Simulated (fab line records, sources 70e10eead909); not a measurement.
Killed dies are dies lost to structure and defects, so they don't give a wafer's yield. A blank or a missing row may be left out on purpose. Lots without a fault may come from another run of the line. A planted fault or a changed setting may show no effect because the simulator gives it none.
fab line records | flow nand_harc
record lots=6 wafers=18 last_day=24
route steps=1159 shown A_SGD_CUT@750
lots that met no fault: from a run of the same line without faults
start_h: hours from the record's first day to the start of the lot's first wafer shown | wait_h: hours since the lot's step before | " the same as in the row above | L1.1+2: a row that stands for several wafers | - no value, or no start given | * or withheld: withheld | < > ~ a bound
route shown NAME@n: a module of which the file shows steps, and the number in the route of the first | usual: mean/standard deviation of fault-free wafers | same: alike in all rows | chamber/n: place in a boat | sites: the reading at each site | _std_site: their standard deviation | _edge_site: outer sites' mean less inner sites' | radius_mm: how far each site lies from the wafer's centre | mask NAME#n: copy n | behind: the tool/chamber that last shaped the wafer | hold: why the lot was held/for how many hours/how that ended | device: the transistor (n, p or np) that didn't switch | end of line: the same wafers' tests at the end of the route | a step without rows: its recipe alone | killed: dies lost to structure and defects at the first sort, not the wafer's yield | map: a wafer's dies, x killed, . not, _ none there
set.NAME: the setting as run; set.NAME@STEP: as run at that earlier step | model.NAME: the simulator's own value behind a step, which no gauge read
lots at some steps of the route; a table a step, a row a wafer
services: from which hour (start_h, from the record's first day; less than 0 if before it) a tool's chamber was out of use, for how many hours, and why
## steps
# step NHARC_A_SGD_CUT_COAT_56
# recipe temp_c=260 time_s=75
# step NHARC_A_SGD_CUT_COAT_57
# recipe temp_c=225 time_s=65
# step NHARC_A_SGD_CUT_COAT_03
# recipe spin_rpm=1500 resist_thk_nm=90
# step NHARC_A_SGD_CUT_SOFTBAKE_04
# recipe temp_c=105 time_s=55
# step NHARC_A_SGD_CUT_EBR_05
# step NHARC_A_SGD_CUT_EXPOSE_06
# recipe na=1.35 dose_mj=85.59 mask_id=SGD
# step NHARC_A_SGD_CUT_PEB_07
# recipe peb_temp_c=100 peb_time_s=65
# step NHARC_A_SGD_CUT_DEVELOP_08
# recipe develop_time_s=35 dev_temp_c=23
# step NHARC_A_SGD_CUT_CD_MEAS_09
# recipe target_cd_nm=100 landing_energy_ev=500
# usual cd_nm=100.0/0.4
# columns lot.wafer tool chamber start_h wait_h cd_nm
L318.1 cd_sem-03 0 328.54 - 100.3
L318.4 " 0 " " 100.4
L318.6 " 0 " " 100.2
L324.2 cd_sem-03 0 347.97 - 99.7
L324.3 " 0 " " 100.1
L324.6 " 0 " " 100.4
L323.2 cd_sem-02 0 348.68 - 99.4
L323.4 " 0 " " 99.6
L323.6 " 0 " " 99.4
L326.4 cd_sem-01 0 369.50 - 99.3
L326.5 " 0 " " 100.1
L326.6 " 0 " " 100.4
L332.1 cd_sem-02 0 419.21 - 99.9
L332.2 " 0 " " 100.4
L332.5 " 0 " " 100.4
L335.1 cd_sem-01 0 431.52 - 99.3
L335.4 " 0 " " 99.5
L335.5 " 0 " " 100.3
# step NHARC_A_SGD_CUT_OVL_MEAS_10
# usual overlay_x_nm=0.1/1 overlay_y_nm=0.1/1.1
# columns lot.wafer tool chamber start_h wait_h overlay_x_nm overlay_y_nm
L318.1 overlay-01 - 328.64 - -0.7 0.0
L318.4 " - " " -0.4 -0.8
L318.6 " - " " -0.1 -0.3
L324.2 overlay-01 - 348.06 - 1.6 1.6
L324.3 " - " " 1.4 1.4
L324.6 " - " " 1.7 1.3
L323.2 overlay-02 - 348.76 - -0.2 -0.5
L323.4 " - " " -0.3 -0.5
L323.6 " - " " 0.0 0.0
L326.4 overlay-01 - 369.59 - 0.0 0.8
L326.5 " - " " -0.4 -0.4
L326.6 " - " " -0.2 0.5
L332.1 overlay-01 - 419.30 - -1.1 -0.5
L332.2 " - " " -0.5 -0.8
L332.5 " - " " -0.4 -0.8
L335.1 overlay-01 - 431.61 - 0.5 0.3
L335.4 " - " " 0.7 -0.1
L335.5 " - " " 0.8 0.2
# step NHARC_A_SGD_CUT_INSPECT_11
# usual raw_defect_count=16/7.6
# columns lot.wafer tool chamber start_h wait_h raw_defect_count
L318.1 defect_inspect-01 - 328.68 0.0 15
L318.4 " - " " 17
L318.6 " - " " 18
L324.2 defect_inspect-02 - 348.10 0.0 7
L324.3 " - " " 13
L324.6 " - " " 11
L323.2 defect_inspect-01 - 348.80 0.0 17
L323.4 " - " " 11
L323.6 " - " " 17
L326.4 defect_inspect-01 - 369.62 0.0 7
L326.5 " - " " 15
L326.6 " - " " 7
L332.1 defect_inspect-01 - 419.33 0.0 30
L332.2 " - " " 30
L332.5 " - " " 31
L335.1 defect_inspect-01 - 431.65 0.0 16
L335.4 " - " " 16
L335.5 " - " " 8
# step NHARC_A_SGD_CUT_DESCUM_14
# recipe time_s=3 o2_flow_sccm=200 ar_flow_sccm=0 bias_power_w=0 chemistry=O2
# usual drypump_motor_current_A=5.7/0.33 oes_product_au=1.001/0.0089 rf_vpp_V=57.6/0.91 showerhead_plenum_p_Torr=1.91/0.07 throttle_valve_pct=11.310/0.0083
# columns lot.wafer tool chamber start_h wait_h drypump_motor_current_A oes_product_au rf_hours_counter_h rf_vpp_V showerhead_plenum_p_Torr throttle_valve_pct
L318.1 rie_diel-08 0 328.75 0.1 5.6 1.004 1 56.8 1.87 11.305
L318.4 " 3 " " 5.2 0.995 1 58.9 1.88 11.310
L318.6 " 1 " " 5.7 0.990 - 60.2 2.05 11.313
L324.3 rie_diel-04 0 348.16 0.1 5.4 1.005 5 57.3 1.94 11.304
L324.2 " 2 " " 5.4 0.990 5 56.7 1.87 11.299
L324.6 " 3 " " 5.9 1.015 - 57.6 1.89 11.304
L323.4 rie_diel-08 1 348.86 0.1 5.7 0.996 3 59.7 2.05 11.294
L323.2 " 2 " " 6.3 1.008 2 57.6 1.89 11.311
L323.6 " 1 " " 5.7 1.002 - 56.4 2.05 11.308
L326.4 rie_diel-04 1 369.69 0.1 6.2 1.001 5 56.3 1.90 11.316
L326.6 " 0 " " 5.4 1.010 - 59.3 1.94 11.299
L326.5 " 1 " " 6.2 1.005 - 58.7 1.90 11.306
L332.2 rie_diel-08 0 419.40 0.1 5.5 1.008 8 56.8 1.87 11.300
L332.1 " 2 " " 6.3 1.004 6 57.4 1.89 11.316
L332.5 " 0 " " 5.5 1.005 - 56.6 1.87 11.307
L335.4 rie_diel-08 0 431.71 0.1 5.6 1.011 9 57.0 1.86 11.305
L335.1 " 1 " " 5.7 1.000 10 60.2 2.04 11.300
L335.5 " 0 " " 5.6 1.003 - 58.5 1.86 11.311
# step NHARC_A_SGD_CUT_ETCH_58
# recipe target_depth_a=390 over_etch_frac=0.3 time_s=65 ion_energy_ev=80 cf4_flow_sccm=150 ar_flow_sccm=0 rf_w=300 bias_w=100 chemistry=CF4
# usual drypump_motor_current_A=5.7/0.35 oes_product_au=1.001/0.0089 rf_vpp_V=151.2/1.1 showerhead_plenum_p_Torr=1.76/0.055 throttle_valve_pct=13.283/0.0089
# columns lot.wafer tool chamber start_h wait_h drypump_motor_current_A oes_product_au rf_hours_counter_h rf_vpp_V showerhead_plenum_p_Torr throttle_valve_pct
L318.4 rie_diel-08 3 328.83 0.1 5.2 1.003 1 151.9 1.74 13.294
L318.1 " 0 " " 5.6 1.006 1 151.8 1.73 13.279
L318.6 " 0 " " 5.6 1.002 - 151.7 1.73 13.299
L324.3 rie_diel-04 3 348.24 0.1 5.9 1.017 5 151.3 1.75 13.272
L324.2 " 1 " " 6.2 0.995 5 150.0 1.76 13.271
L324.6 " 0 " " 5.4 1.015 - 151.4 1.79 13.295
L323.4 rie_diel-08 2 348.95 0.1 6.3 1.010 3 149.7 1.75 13.279
L323.2 " 0 " " 5.6 1.004 3 150.6 1.73 13.281
L323.6 " 2 " " 6.3 1.002 - 150.6 1.75 13.273
L326.4 rie_diel-04 2 369.77 0.1 5.5 1.016 6 149.1 1.73 13.285
L326.5 " 1 " " 6.2 1.011 - 151.1 1.76 13.289
L326.6 " 2 " " 5.5 1.009 - 150.6 1.73 13.289
L332.1 rie_diel-08 2 419.48 0.1 6.3 1.000 6 150.6 1.74 13.271
L332.2 " 0 " " 5.5 0.874 8 149.7 1.73 13.281
L332.5 " 3 " " 5.2 1.000 - 151.2 1.74 13.281
L335.4 rie_diel-08 3 431.80 0.1 5.2 1.006 9 151.0 1.74 13.280
L335.1 " 2 " " 6.3 1.009 8 149.7 1.74 13.277
L335.5 " 0 " " 5.6 0.878 - 149.4 1.73 13.276
# step NHARC_A_SGD_CUT_ETCH_59
# recipe target_depth_a=2600 over_etch_frac=0.25 time_s=406.25 ion_energy_ev=200 n2_flow_sccm=150 h2_flow_sccm=150 ar_flow_sccm=0 rf_w=400 bias_w=150 chemistry=N2/H2
# usual drypump_motor_current_A=5.7/0.33 oes_product_au=1.001/0.0091 rf_vpp_V=430.6/2.1 showerhead_plenum_p_Torr=2.04/0.074 throttle_valve_pct=14.173/0.009
# columns lot.wafer tool chamber start_h wait_h drypump_motor_current_A oes_product_au rf_hours_counter_h rf_vpp_V showerhead_plenum_p_Torr throttle_valve_pct
L318.1 rie_diel-08 3 - - 5.2 1.000 1 428.7 2.00 14.167
L318.4 " 0 " " 5.6 1.008 1 428.4 1.99 14.169
L318.6 " 1 " " 5.7 1.004 - 435.6 2.19 14.176
L324.3 rie_diel-04 3 - - 5.9 1.023 5 430.2 2.02 14.158
L324.2 " 1 " " 6.2 1.000 5 430.1 2.03 14.175
L324.6 " 3 " " 5.9 1.024 - 429.2 2.02 14.166
L323.4 rie_diel-08 1 - - 5.7 1.003 3 434.9 2.19 14.168
L323.2 " 3 " " 5.2 1.001 3 428.9 2.00 14.175
L323.6 " 2 " " 6.3 1.004 - 430.3 2.01 14.162
L326.4 rie_diel-04 3 - - 5.9 1.009 6 429.0 2.02 14.167
L326.5 " 2 " " 5.5 1.013 - 429.9 1.99 14.155
L326.6 " 3 " " 5.9 1.014 - 429.4 2.02 14.164
L332.1 rie_diel-08 1 - - 5.7 0.997 8 435.3 2.18 14.157
L332.2 " 2 " " 6.3 1.003 6 430.7 2.01 14.157
L332.5 " 1 " " 5.7 0.998 - 432.9 2.18 14.165
L335.1 rie_diel-08 3 - - 5.2 1.010 9 430.4 2.00 14.184
L335.4 " 0 " " 5.5 1.001 10 427.8 1.99 14.175
L335.5 " 3 " " 5.2 0.995 - 429.8 2.00 14.172
## services
# columns tool chamber start_h hours kind
rie_diel-08 0 310.80 - clean
rie_diel-08 1 310.80 - clean
rie_diel-08 2 310.80 - clean
rie_diel-08 3 310.80 - clean
rie_diel-08 2 317.14 4.9 repair
rie_diel-04 0 322.40 - clean
rie_diel-04 1 322.40 - clean
rie_diel-08 0 335.30 - clean
rie_diel-08 1 335.30 - clean
rie_diel-08 2 335.30 - clean
rie_diel-08 3 335.30 - clean
rie_diel-08 0 359.80 - clean
rie_diel-08 1 359.80 - clean
rie_diel-08 2 359.80 - clean
rie_diel-08 3 359.80 - clean
rie_diel-08 2 381.32 13.8 repair
rie_diel-08 0 384.30 - clean
rie_diel-08 1 384.30 - clean
rie_diel-08 3 384.30 - clean
rie_diel-08 0 408.80 - clean
rie_diel-08 1 408.80 - clean
rie_diel-08 2 408.80 - clean
rie_diel-08 3 408.80 - clean
rie_diel-08 - 413.72 0.9 repair
## key
first_sign step=NHARC_A_SGD_CUT_ETCH_58 reading=oes_product_au direction=down sigmas=14 usual=1.001 struck=0.876
effect none on later readings
met_at NHARC_A_SGD_CUT_ETCH_58
struck_wafers L332.2,L335.5
tester_left_out L332,L335
onset_between 348.95 419.48
fault kind=process_parameter_drift tool=rie_diel-08 chamber=0 onset_h=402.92 steps=NHARC_A_SGD_CUT_ETCH_58 channel=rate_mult offset=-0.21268 shape=step end_h=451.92
# tester_left_out: of these lots the tester's yield and bins aren't shown, on N5 and GAA mostly nor the transistor test; their killed dies are dies lost to structure and defects alone, not to doping, threshold or leakage, so they don't give the yield
